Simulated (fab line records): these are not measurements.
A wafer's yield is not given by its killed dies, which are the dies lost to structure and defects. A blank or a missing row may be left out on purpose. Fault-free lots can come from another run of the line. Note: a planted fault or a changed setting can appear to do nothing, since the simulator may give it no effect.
Split-lot experiment ; flow n5 finfet ; on a route of 1938 steps: 7 lots, 21 wafers read

== SPLIT DETAILS ==
At N5_SPACER0_ALD_00 (deposits SiOCN, target thk 3.5 nm, pulse time 3 s, purge time 2 s), the setting ald cycles was moved away from the recipe's 58 on 9 of the 21 wafers read, by -15.5% to +13.8%. The other wafers ran this setting at the recipe's value.

Reading taken at the split's own step.

== THE READING ==
SiOCN_of_SPACER0_ALD_00.thk nm (the simulator's own value, which no gauge read), in nm, at N5_SPACER0_ALD_00 (deposits SiOCN, target thk 3.5 nm, pulse time 3 s, purge time 2 s). The file does not state a usual value for it. Average 3.5 nm, standard deviation 0.099 nm, over the 12 wafers here run with the recipe.

wafer;tool, chamber at the split;ald cycles as run;against the recipe;SiOCN_of_SPACER0_ALD_00.thk nm, nm;against lot-mates on the recipe
L078.3;ald sin-01, 0;58;recipe;3.6;-
L078.4;ald sin-01, 3,0;53;-8.6%;3.2;-0.4
L078.6;ald sin-01, 3,0;53;-8.6%;3.2;-0.4
L084.1;ald sin-04, 0,2,0;49;-15.5%;3;no lot-mate on the recipe
L084.3;ald sin-04, 0,2,0;49;-15.5%;3;no lot-mate on the recipe
L084.5;ald sin-04, 0,2,0;49;-15.5%;3;no lot-mate on the recipe
L085.2;ald sin-04, 3,1;55;-5.2%;3.4;no lot-mate on the recipe
L085.3;ald sin-04, 3,1;55;-5.2%;3.4;no lot-mate on the recipe
L085.5;ald sin-04, 3;55;-5.2%;3.2;no lot-mate on the recipe
L087.1;ald sin-01, 1,3,3;58;recipe;3.4;-
L087.2;ald sin-01, 1,3,3;58;recipe;3.4;-
L087.6;ald sin-01, 1,3,3;58;recipe;3.4;-
L091.1;ald sin-03, 1;58;recipe;3.4;-
L091.5;ald sin-03, 1;58;recipe;3.4;-
L091.3;ald sin-03, 1;58;recipe;3.6;-
L096.1;ald sin-03, 3;66;+13.8%;4;+0.4
L096.4;ald sin-03, 2,3;58;recipe;3.6;-
L096.5;ald sin-03, 2,3;58;recipe;3.6;-
L097.1;ald sin-04, 2,0,3;58;recipe;3.6;-
L097.2;ald sin-04, 2,0,3;58;recipe;3.6;-
L097.4;ald sin-04, 2,0,3;58;recipe;3.6;-
If several chambers appear in one row, that row covers several wafers at once and the file leaves open which wafer was in which chamber.

THE FIT
A straight line over all 21 wafers: SiOCN_of_SPACER0_ALD_00.thk nm changes by +0.0342 nm for each +1% of ald cycles; r = +0.94; the points scatter about the line by 0.087 nm.
The same after taking each lot's own level away (the mean of its wafers on the recipe; 15 wafers): +0.0364 nm for each +1%; r = +0.95; scatter 0.06 nm.
According to that fit, moving ald cycles by its largest amount changes the reading by 0.57 nm.
Across the lots, their own levels run from 3.40 to 3.60 nm, a range of 2.0 times the standard deviation given above.
So the lot-to-lot level changes the slope little: the two slopes agree.
Check: with one of the wafers moved furthest among these (+13.8%) left out of the fit, the line predicts +0.64 nm for it against its lot-mates. It came out at +0.4 nm against them.

== THE OTHER SPLITS THESE WAFERS WENT THROUGH ==
These wafers also went through other splits before the reading. Each is held against what the fit with the lots' levels taken away leaves over:
other split on the same wafers;wafers away from the commonest value;r with SiOCN_of_SPACER0_ALD_00.thk nm (lot level and that fit taken away)
N5_FIN_SAQP_PECVD_06 time s;5;-0.12

== FILE'S OWN FIT ==
SiOCN_of_SPACER0_ALD_00.thk nm changes by +0.0339 nm for each +1% of ald cycles, r = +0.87.
